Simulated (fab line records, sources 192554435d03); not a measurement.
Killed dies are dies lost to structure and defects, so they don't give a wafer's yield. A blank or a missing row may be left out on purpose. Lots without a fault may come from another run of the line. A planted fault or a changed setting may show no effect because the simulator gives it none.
Which tool did it? | flow n5_finfet | 24 lots, 72 wafers sampled, at 5 steps of a route of 1938

WHAT THE GAUGES READ, wafer by wafer
N5_BEOL_M9_CD_MEAS_28: target cd 70 nm.
lot  | measured     | on        | cd_nm (nm)
L074 | day 9 14:53  | cd_sem-01 | 70.40 69.81 70.03
L075 | day 9 18:41  | cd_sem-01 | 70.13 70.01 69.99
L076 | day 10 03:50 | cd_sem-03 | 69.85 70.26 69.64
L077 | day 10 05:55 | cd_sem-02 | 69.83 70.05 70.32
L078 | day 10 12:25 | cd_sem-03 | 69.98 69.72 69.93
L079 | day 10 18:37 | cd_sem-02 | 70.12 70.09 70.23
L080 | day 10 21:16 | cd_sem-03 | 70.37 70.25 70.30
L082 | day 11 10:46 | cd_sem-02 | 70.14 70.29 69.93
L081 | day 11 16:52 | cd_sem-01 | 70.35 70.33 69.75
L083 | day 11 18:55 | cd_sem-02 | 69.82 70.17 70.02
L084 | day 12 02:24 | cd_sem-01 | 69.88 70.44 70.61
L086 | day 12 06:40 | cd_sem-02 | 70.10 69.79 70.15
L085 | day 12 18:22 | cd_sem-02 | 69.99 70.04 70.12
L087 | day 12 19:23 | cd_sem-02 | 70.14 70.13 70.17
L088 | day 13 01:16 | cd_sem-02 | 69.69 70.04 69.96
L089 | day 13 01:11 | cd_sem-01 | 70.34 70.46 70.12
L090 | day 13 19:28 | cd_sem-03 | 70.29 69.92 70.11
L091 | day 14 02:47 | cd_sem-03 | 70.03 69.98 69.90
L092 | day 14 05:02 | cd_sem-02 | 70.07 70.28 70.15
L093 | day 14 05:44 | cd_sem-03 | 69.90 70.34 69.86
L094 | day 14 17:41 | cd_sem-02 | 70.31 69.98 70.12
L095 | day 14 21:35 | cd_sem-01 | 69.85 70.62 70.10
L097 | day 15 05:16 | cd_sem-03 | 70.00 70.12 70.12
L096 | day 15 08:26 | cd_sem-03 | 69.71 69.98 70.35

N5_BEOL_M9_THK_MEAS_53: measures by xrf.
lot  | measured     | on            | M9_THK (nm)
L074 | day 9 18:36  | film_metro-01 | 136 139 142
L075 | day 9 22:19  | film_metro-01 | 145 139 141
L076 | day 10 08:22 | film_metro-02 | 140 135 139
L077 | day 10 08:47 | film_metro-02 | 139 140 144
L078 | day 10 15:13 | film_metro-02 | 136 141 136
L079 | day 10 22:55 | film_metro-02 | 140 142 140
L080 | day 11 00:07 | film_metro-02 | 138 143 143
L082 | day 11 15:17 | film_metro-02 | 142 144 147
L081 | day 11 20:36 | film_metro-02 | 141 140 142
L083 | day 11 21:51 | film_metro-02 | 142 145 144
L084 | day 12 05:44 | film_metro-02 | 139 139 134
L086 | day 12 09:45 | film_metro-02 | 138 139 140
L085 | day 12 21:34 | film_metro-02 | 139 146 146
L087 | day 12 22:37 | film_metro-02 | 142 147 140
L088 | day 13 05:17 | film_metro-01 | 145 143 141
L089 | day 13 05:04 | film_metro-01 | 138 141 144
L090 | day 13 22:22 | film_metro-02 | 139 139 140
L091 | day 14 05:35 | film_metro-02 | 141 148 142
L092 | day 14 08:30 | film_metro-02 | 138 140 142
L093 | day 14 09:08 | film_metro-02 | 142 142 141
L094 | day 14 20:49 | film_metro-02 | 141 145 140
L095 | day 15 00:49 | film_metro-01 | 134 140 135
L097 | day 15 09:29 | film_metro-02 | 140 145 143
L096 | day 15 13:01 | film_metro-01 | 146 140 138

WHICH TOOL RAN EACH LOT (tool, then ch and the chambers of the sampled wafers, then the start)
lot  | N5_BEOL_M8_ANNEAL_51             | N5_BEOL_M9_DESCUM_33               | N5_BEOL_M9_SPUTTER_48
L074 | rtp_anneal-01 ch 0, day 9 09:32  | rie_diel-06 ch 0,1,3, day 9 15:25  | pvd_sputter-01, day 9 17:29
L075 | rtp_anneal-02 ch 0, day 9 14:51  | rie_diel-03 ch 0,1,3, day 9 18:49  | pvd_sputter-02, day 9 20:57
L076 | rtp_anneal-02 ch 0, day 9 23:39  | rie_diel-06 ch 0,1, day 10 03:58   | pvd_sputter-02, day 10 07:27
L077 | rtp_anneal-01 ch 0, day 9 23:43  | rie_diel-06 ch 0,2,3, day 10 06:13 | pvd_sputter-03, day 10 07:56
L078 | rtp_anneal-01 ch 0, day 10 07:26 | rie_diel-06 ch 1,2,3, day 10 12:38 | pvd_sputter-03, day 10 14:21
L079 | rtp_anneal-02 ch 0, day 10 14:16 | rie_diel-03 ch 0,3, day 10 18:55   | pvd_sputter-03, day 10 22:05
L080 | rtp_anneal-02 ch 0, day 10 16:52 | rie_diel-06 ch 2,3, day 10 21:26   | pvd_sputter-01, day 10 23:12
L082 | rtp_anneal-01 ch 0, day 11 04:35 | rie_diel-03 ch 0,1,3, day 11 12:07 | pvd_sputter-03, day 11 14:28
L081 | rtp_anneal-01 ch 0, day 11 08:19 | rie_diel-03 ch 0,2,3, day 11 17:00 | pvd_sputter-03, day 11 19:47
L083 | rtp_anneal-01 ch 0, day 11 14:01 | rie_diel-03 ch 1,3, day 11 19:02   | pvd_sputter-02, day 11 21:02
L084 | rtp_anneal-02 ch 0, day 11 21:32 | rie_diel-06 ch 0,2,3, day 12 02:43 | pvd_sputter-01, day 12 04:19
L086 | rtp_anneal-02 ch 0, day 12 02:52 | rie_diel-03 ch 0,2,3, day 12 06:47 | pvd_sputter-01, day 12 08:56
L085 | rtp_anneal-02 ch 0, day 12 11:56 | rie_diel-05 ch 2,3, day 12 18:38   | pvd_sputter-01, day 12 20:45
L087 | rtp_anneal-02 ch 0, day 12 12:32 | rie_diel-05 ch 0,3, day 12 19:30   | pvd_sputter-02, day 12 21:37
L088 | rtp_anneal-02 ch 0, day 12 20:22 | rie_diel-03 ch 0,1,2, day 13 01:23 | pvd_sputter-01, day 13 03:26
L089 | rtp_anneal-01 ch 0, day 12 20:32 | rie_diel-05 ch 0,1,3, day 13 01:18 | pvd_sputter-02, day 13 03:22
L090 | rtp_anneal-01 ch 0, day 13 12:55 | rie_diel-03 ch 0,3, day 13 19:35   | pvd_sputter-01, day 13 21:33
L091 | rtp_anneal-02 ch 0, day 13 20:30 | rie_diel-05 ch 1,2, day 14 02:55   | pvd_sputter-02, day 14 04:46
L092 | rtp_anneal-01 ch 0, day 14 00:10 | rie_diel-03 ch 0,1,3, day 14 05:10 | pvd_sputter-02, day 14 07:41
L093 | rtp_anneal-02 ch 0, day 14 01:22 | rie_diel-05 ch 0,1, day 14 05:51   | pvd_sputter-01, day 14 08:19
L094 | rtp_anneal-02 ch 0, day 14 09:34 | rie_diel-03 ch 0,2,3, day 14 17:48 | pvd_sputter-01, day 14 19:53
L095 | rtp_anneal-01 ch 0, day 14 17:05 | rie_diel-06 ch 0,2,3, day 14 21:42 | pvd_sputter-03, day 14 23:48
L097 | rtp_anneal-02 ch 0, day 15 00:26 | rie_diel-03 ch 0,1,3, day 15 05:23 | pvd_sputter-01, day 15 08:40
L096 | rtp_anneal-01 ch 0, day 15 04:43 | rie_diel-05 ch 1,2,3, day 15 08:34 | pvd_sputter-03, day 15 12:07
- N5_BEOL_M8_ANNEAL_51: time 90 s.
- N5_BEOL_M9_DESCUM_33: chemistry O2, time 7 s.
- N5_BEOL_M9_SPUTTER_48: material Cu, target thk 12 nm, time 2 s.

WHAT THE TOOLS THEMSELVES READ (means of the sampled wafers that have a number; where no wafer has one, the mark that the record gives instead)
N5_BEOL_M8_ANNEAL_51.
lot  | tool          | wafer_temp_C_max
L074 | rtp_anneal-01 | 226.5
L075 | rtp_anneal-02 | 225.7
L076 | rtp_anneal-02 | 225.9
L077 | rtp_anneal-01 | 226.6
L078 | rtp_anneal-01 | 226.8
L079 | rtp_anneal-02 | 225.7
L080 | rtp_anneal-02 | 225.9
L082 | rtp_anneal-01 | 226.6
L081 | rtp_anneal-01 | 226.9
L083 | rtp_anneal-01 | 226.3
L084 | rtp_anneal-02 | 225.7
L086 | rtp_anneal-02 | 225.9
L085 | rtp_anneal-02 | 225.8
L087 | rtp_anneal-02 | 225.7
L088 | rtp_anneal-02 | 225.7
L089 | rtp_anneal-01 | 226.4
L090 | rtp_anneal-01 | 226.8
L091 | rtp_anneal-02 | 225.9
L092 | rtp_anneal-01 | 226.8
L093 | rtp_anneal-02 | 225.7
L094 | rtp_anneal-02 | 225.8
L095 | rtp_anneal-01 | 226.7
L097 | rtp_anneal-02 | 225.7
L096 | rtp_anneal-01 | 226.5

N5_BEOL_M9_DESCUM_33.
lot  | tool        | drypump_motor_current_A (A) | oes_product_au (a.u.) | rf_fwd_power_W (W) | rf_vpp_V (V) | showerhead_plenum_p_Torr (Torr) | throttle_valve_pct (%)
L074 | rie_diel-06 | 5.8                         | 0.77                  | 49.43              | 245.1        | 2.14                            | 20.68
L075 | rie_diel-03 | 5.6                         | 0.72                  | 49.46              | 242.6        | 2.04                            | 20.53
L076 | rie_diel-06 | 5.8                         | 0.71                  | 49.21              | 244.1        | 2.12                            | 20.69
L077 | rie_diel-06 | 5.7                         | 0.77                  | 49.20              | 243.6        | 2.10                            | 20.63
L078 | rie_diel-06 | 5.7                         | 0.76                  | 49.30              | 243.1        | 2.13                            | 20.60
L079 | rie_diel-03 | 5.3                         | 0.71                  | 49.38              | 243.1        | 2.06                            | 20.50
L080 | rie_diel-06 | 5.7                         | 0.82                  | 49.51              | 242.8        | 2.11                            | 20.63
L082 | rie_diel-03 | 5.6                         | 0.71                  | 49.50              | 242.3        | 2.03                            | 20.55
L081 | rie_diel-03 | 5.4                         | 0.76                  | 49.44              | 244.0        | 2.12                            | 20.45
L083 | rie_diel-03 | 5.9                         | 0.70                  | 49.39              | 241.3        | 2.01                            | 20.62
L084 | rie_diel-06 | 5.7                         | 0.75                  | 49.31              | 243.5        | 2.09                            | 20.66
L086 | rie_diel-03 | 5.4                         | 0.76                  | 49.57              | 243.6        | 2.12                            | 20.47
L085 | rie_diel-05 | 5.8                         | 0.84                  | 49.53              | 243.9        | 2.14                            | 20.34
L087 | rie_diel-05 | 6.0                         | 0.81                  | 49.60              | 243.7        | 2.14                            | 20.61
L088 | rie_diel-03 | 5.7                         | 0.74                  | 49.68              | 242.5        | 2.09                            | 20.54
L089 | rie_diel-05 | 5.9                         | 0.76                  | 49.38              | 243.0        | 2.09                            | 20.44
L090 | rie_diel-03 | 5.3                         | 0.69                  | 49.61              | 243.3        | 2.05                            | 20.52
L091 | rie_diel-05 | 5.7                         | 0.74                  | 49.30              | 242.5        | 2.07                            | 20.12
L092 | rie_diel-03 | 5.6                         | 0.69                  | 49.45              | 242.2        | 2.03                            | 20.59
L093 | rie_diel-05 | 5.7                         | 0.71                  | 49.35              | 242.4        | 2.04                            | 20.28
L094 | rie_diel-03 | 5.4                         | 0.74                  | 49.58              | 243.6        | 2.11                            | 20.49
L095 | rie_diel-06 | 5.7                         | 0.85                  | 49.25              | 242.3        | 2.09                            | 20.54
L097 | rie_diel-03 | 5.6                         | 0.68                  | 49.66              | 242.2        | 2.02                            | 20.60
L096 | rie_diel-05 | 5.8                         | 0.78                  | 49.49              | 243.8        | 2.12                            | 20.30

N5_BEOL_M9_SPUTTER_48.
lot  | tool           | throttle_valve_pct (%)
L074 | pvd_sputter-01 | 29.6
L075 | pvd_sputter-02 | 29.8
L076 | pvd_sputter-02 | 29.1
L077 | pvd_sputter-03 | 29.8
L078 | pvd_sputter-03 | 30.1
L079 | pvd_sputter-03 | 30.1
L080 | pvd_sputter-01 | 30.1
L082 | pvd_sputter-03 | 29.7
L081 | pvd_sputter-03 | 30.3
L083 | pvd_sputter-02 | 29.1
L084 | pvd_sputter-01 | 29.6
L086 | pvd_sputter-01 | 29.9
L085 | pvd_sputter-01 | 30.1
L087 | pvd_sputter-02 | 29.5
L088 | pvd_sputter-01 | 30.5
L089 | pvd_sputter-02 | 30.0
L090 | pvd_sputter-01 | 29.8
L091 | pvd_sputter-02 | 29.7
L092 | pvd_sputter-02 | 29.3
L093 | pvd_sputter-01 | 29.4
L094 | pvd_sputter-01 | 29.5
L095 | pvd_sputter-03 | 29.9
L097 | pvd_sputter-01 | 30.4
L096 | pvd_sputter-03 | 30.1

THE ANSWER, worked out from the rows above alone
Rule: what is usual is taken from the lots themselves. Put in order of their means at a reading, lots are off if they are a third of the lots or fewer, leave a main group of 4 or more, and stand apart from it by a gap of 3 or more times the standard deviation of the main group's means; of several such gaps the widest counts. A main group whose means are all the same, to the digits that the tables above print for the reading, isn't used. A lot without any number at a reading at which 4 lots or more have one is off too. The other lots that the step has rows for count as sound. The gauges are gone through in route order, then the tools' own readings, and for those a lot's mean is taken as printed above. The first step at which some lot is off is used, and at that step the reading that is off furthest; a lot without a number counts as furthest.
No lot is off at any reading shown: from this, nothing can be told.

WHAT THE SIMULATOR HAD PUT IN
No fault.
